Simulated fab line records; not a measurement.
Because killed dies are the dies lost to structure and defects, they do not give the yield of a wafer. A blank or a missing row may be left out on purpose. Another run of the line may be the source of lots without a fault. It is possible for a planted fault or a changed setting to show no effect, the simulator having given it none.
fab line records -- flow n5-finfet
record lots=7, wafers=21
route steps=1938 shown TV_LITHO@1879 TV_OPEN@1887 PASSIVATION@1921
start-h: hours from the record's opening day to when the first of the lot's shown wafers began -- wait-h: time in hours since the lot's previous step -- " unchanged from the row above -- L1.1+2: one row covering several wafers at once -- - no value, or no start given -- * or withheld: withheld -- < > ~ a bound
route shown NAME@n: NAME is a module with steps in the file, n the number in the route of the first one -- usual: mean and standard deviation over wafers with no fault -- same: alike in all rows -- chamber/n: place in a boat -- sites: per-site readings -- _std_site: standard deviation across them -- _edge_site: mean of outer sites minus mean of inner sites -- radius-mm: how far each site lies from the wafer's centre -- mask NAME#n: copy n -- behind: the last tool/chamber to shape the wafer -- hold: what put the lot on hold/how long, in hours/how the hold closed -- device: whichever transistor did not switch (one of n, p or np) -- end of line: at the end of the route, the tests of the same wafers -- for a step that has no rows: nothing shown but its recipe -- killed: count of dies lost to structure and defects at first sort (not the wafer's yield) -- map: the dies of a wafer, with x for killed, . for not killed, _ for no die there
set.NAME: the run value of the setting; set.NAME@STEP: its run value at that earlier step -- model.NAME: the simulator's own value behind a step, which no gauge read
one table per step and one row per wafer, for lots whose settings were changed on purpose
## steps
# step N5_PASSIVATION_EXPOSE_07
# recipe mask-id=TV, na=0.55, source-shape=conventional, sigma-outer=0.8, polarization=unpolarized, defocus-nm=0, target-cd-nm=3000, dose-mj=22.75
lot.wafer,tool,chamber,start-h,wait-h,mask,set.dose-mj
L079.3+6,krf-scanner-01,0,310.43,-,TV#0,23.48
L079.4,krf-scanner-01,0,310.43,-,TV#0,22.75
L089.3+5,krf-scanner-02,0,340.98,-,TV#0,21.67
L089.6,krf-scanner-02,0,340.98,-,TV#0,22.75
L085.1+4+5,krf-scanner-02,0,342.98,-,TV#0,22.75
L087.2+3+5,krf-scanner-01,0,343.14,-,TV#0,22.75
L090.2+5,krf-scanner-02,0,364.83,-,TV#0,22.75
L090.6,krf-scanner-02,0,364.83,-,TV#0,21.75
L094.1,krf-scanner-02,0,372.55,-,TV#0,22.32
L094.4+6,krf-scanner-02,0,372.55,-,TV#0,22.75
L097.2+3,krf-scanner-01,0,419.14,-,TV#0,22.75
L097.6,krf-scanner-01,0,419.14,-,TV#0,21.53
# step N5_PASSIVATION_PEB_08
# recipe peb-temp-c=withheld, peb-time-s=*
# step N5_PASSIVATION_DEVELOP_09
# recipe develop-time-s=60, rinse-liquid=diw, dry=air-spin, dev-temp-c=21
# step N5_PASSIVATION_HARDBAKE_11
# recipe temp-c=130, time-s=120
# step N5_PASSIVATION_CD_MEAS_10
# recipe target-cd-nm=3000, landing-energy-ev=500, detector=se-inlens
# usual cd-nm=3000.0/1.7
lot.wafer,tool,chamber,start-h,wait-h,set.dose-mj@PASSIVATION_EXPOSE_07,cd-nm
L079.3,cd-sem-03,0,310.60,-,23.48,3006.8
L079.4,cd-sem-03,0,310.60,-,22.75,2999.4
L079.6,cd-sem-03,0,310.60,-,23.48,3007.1
L089.3,cd-sem-03,0,341.15,-,21.67,2993.0
L089.5,cd-sem-03,0,341.15,-,21.67,2990.7
L089.6,cd-sem-03,0,341.15,-,22.75,3001.4
L085.1,cd-sem-03,0,343.15,-,22.75,3000.5
L085.4,cd-sem-03,0,343.15,-,22.75,3000.4
L085.5,cd-sem-03,0,343.15,-,22.75,3001.1
L087.2,cd-sem-01,0,343.31,-,22.75,3003.3
L087.3,cd-sem-01,0,343.31,-,22.75,3000.9
L087.5,cd-sem-01,0,343.31,-,22.75,3002.8
L090.2,cd-sem-03,0,365.00,-,22.75,2998.9
L090.5,cd-sem-03,0,365.00,-,22.75,2999.9
L090.6,cd-sem-03,0,365.00,-,21.75,2991.0
L094.1,cd-sem-01,0,372.73,-,22.32,2994.4
L094.4,cd-sem-01,0,372.73,-,22.75,2998.5
L094.6,cd-sem-01,0,372.73,-,22.75,2999.1
L097.2,cd-sem-03,0,419.31,-,22.75,2997.9
L097.3,cd-sem-03,0,419.31,-,22.75,2998.2
L097.6,cd-sem-03,0,419.31,-,21.53,2987.9
# step N5_PASSIVATION_DESCUM_12
# recipe chemistry=O2, time-s=7.9, source-power-w=50, bias-power-w=20, pressure-mtorr=20, rf-frequency-hz=2.712e+07, temp-c=40, o2-flow-sccm=225
# step N5_PASSIVATION_PASS_ETCH_74
# recipe chemistry=CF4/O2, target=SiNx, target-depth-a=2200, time-s=110, ion-energy-ev=100, pressure-mtorr=40, source-w=535, bias-w=49, Ar_flow_sccm=100, cf4-flow-sccm=100, O2_flow_sccm=10
# step N5_PASSIVATION_VIA_ETCH_13
# recipe chemistry=CHF3/O2, target=SiO2, target-depth-a=6600, CHF3_flow_sccm=50, O2_flow_sccm=5, Ar_flow_sccm=200, time-s=330, mask-material=PR, pressure-mtorr=30, source-w=650, bias-w=170, ion-energy-ev=200, ends=cleared
# usual etch-rf-on-time-s=236/4
lot.wafer,tool,chamber,start-h,wait-h,set.time-s@PASSIVATION_PECVD_55,etch-rf-on-time-s
L079.3,rie-diel-02,2,310.85,0.0,25.18,269
L079.4,rie-diel-02,3,310.85,0.0,25.18,270
L079.6,rie-diel-02,2,310.85,0.0,22.5,242
L089.3,rie-diel-02,1,341.39,0.0,22.5,239
L089.5,rie-diel-02,3,341.39,0.0,22.5,241
L089.6,rie-diel-02,0,341.39,0.0,22.5,241
L085.1,rie-diel-01,2,343.50,0.0,22.5,237
L085.4,rie-diel-01,0,343.50,0.0,22.5,235
L085.5,rie-diel-01,2,343.50,0.0,22.5,237
L087.2,rie-diel-06,3,343.61,0.0,22.5,231
L087.3,rie-diel-06,2,343.61,0.0,22.5,234
L087.5,rie-diel-06,2,343.61,0.0,22.5,235
L090.2,rie-diel-06,2,365.25,0.0,25.68,270
L090.5,rie-diel-06,3,365.25,0.0,22.5,237
L090.6,rie-diel-06,2,365.25,0.0,22.5,238
L094.1,rie-diel-06,3,373.05,0.0,25.86,264
L094.4,rie-diel-06,2,373.05,0.0,25.86,273
L094.6,rie-diel-06,1,373.05,0.0,22.5,236
L097.2,rie-diel-01,2,419.88,0.0,22.5,239
L097.3,rie-diel-01,3,419.88,0.0,22.5,238
L097.6,rie-diel-01,1,419.88,0.0,22.5,238
# step N5_PASSIVATION_EXPOSE_41
# recipe mask-id=PASS_OPEN, na=0.55, defocus-nm=0, source-shape=conventional, sigma-outer=0.8, polarization=unpolarized, target-cd-nm=40000, dose-mj=57.25
lot.wafer,tool,chamber,start-h,wait-h,mask,set.dose-mj
L079.3+4+6,krf-scanner-02,0,315.43,-,PASS_OPEN#0,57.25
L089.3+5+6,krf-scanner-01,0,345.83,-,PASS_OPEN#0,60.24
L085.1,krf-scanner-01,0,346.78,-,PASS_OPEN#0,60.14
L085.4+5,krf-scanner-01,0,346.78,-,PASS_OPEN#0,57.25
L087.2+3+5,krf-scanner-02,0,347.03,-,PASS_OPEN#0,57.25
L090.2,krf-scanner-02,0,371.42,-,PASS_OPEN#0,61.15
L090.5+6,krf-scanner-02,0,371.42,-,PASS_OPEN#0,57.25
L094.1+4,krf-scanner-01,0,379.67,-,PASS_OPEN#0,59.89
L094.6,krf-scanner-01,0,379.67,-,PASS_OPEN#0,57.25
L097.2+3,krf-scanner-02,0,423.54,-,PASS_OPEN#0,53
L097.6,krf-scanner-02,0,423.54,-,PASS_OPEN#0,57.25
# step N5_PASSIVATION_PEB_42
# recipe peb-temp-c=withheld, peb-time-s=*
# step N5_PASSIVATION_DEVELOP_43
# recipe develop-time-s=60, rinse-liquid=diw, dry=air-spin, dev-temp-c=21
# step N5_PASSIVATION_HARDBAKE_45
# recipe temp-c=130, time-s=120
# step N5_PASSIVATION_CD_MEAS_44
# recipe target-cd-nm=40000, landing-energy-ev=500, detector=se-inlens
# usual cd-nm=40001/3.3
lot.wafer,tool,chamber,start-h,wait-h,set.dose-mj@PASSIVATION_EXPOSE_41,cd-nm
L079.3,cd-sem-03,0,315.60,-,57.25,40001
L079.4,cd-sem-03,0,315.60,-,57.25,40004
L079.6,cd-sem-03,0,315.60,-,57.25,40002
L089.3,cd-sem-01,0,346.00,-,60.24,40021
L089.5,cd-sem-01,0,346.00,-,60.24,40022
L089.6,cd-sem-01,0,346.00,-,60.24,40017
L085.1,cd-sem-02,0,346.96,-,60.14,40019
L085.4,cd-sem-02,0,346.96,-,57.25,40003
L085.5,cd-sem-02,0,346.96,-,57.25,39999
L087.2,cd-sem-01,0,347.21,-,57.25,40001
L087.3,cd-sem-01,0,347.21,-,57.25,39996
L087.5,cd-sem-01,0,347.21,-,57.25,39996
L090.2,cd-sem-02,0,371.59,-,61.15,40026
L090.5,cd-sem-02,0,371.59,-,57.25,39997
L090.6,cd-sem-02,0,371.59,-,57.25,39996
L094.1,cd-sem-02,0,379.85,-,59.89,40016
L094.4,cd-sem-02,0,379.85,-,59.89,40013
L094.6,cd-sem-02,0,379.85,-,57.25,39998
L097.2,cd-sem-03,0,423.72,-,53,39971
L097.3,cd-sem-03,0,423.72,-,53,39975
L097.6,cd-sem-03,0,423.72,-,57.25,39998
## key
split step=N5_PASSIVATION_EXPOSE_07, setting=dose-mj, stated=22.75, by=wafer
response step=N5_PASSIVATION_CD_MEAS_10, reading=cd-nm, change=+2.01, per=1%, r=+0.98
split step=N5_PASSIVATION_EXPOSE_41, setting=dose-mj, stated=57.25, by=wafer
response step=N5_PASSIVATION_CD_MEAS_44, reading=cd-nm, change=+3.76, per=1%, r=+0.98
split outside-this-file step=N5_PASSIVATION_PECVD_55 setting=time-s
# split outside-this-file: this setting was split too, and the file shows its column; the key of that split is in another file
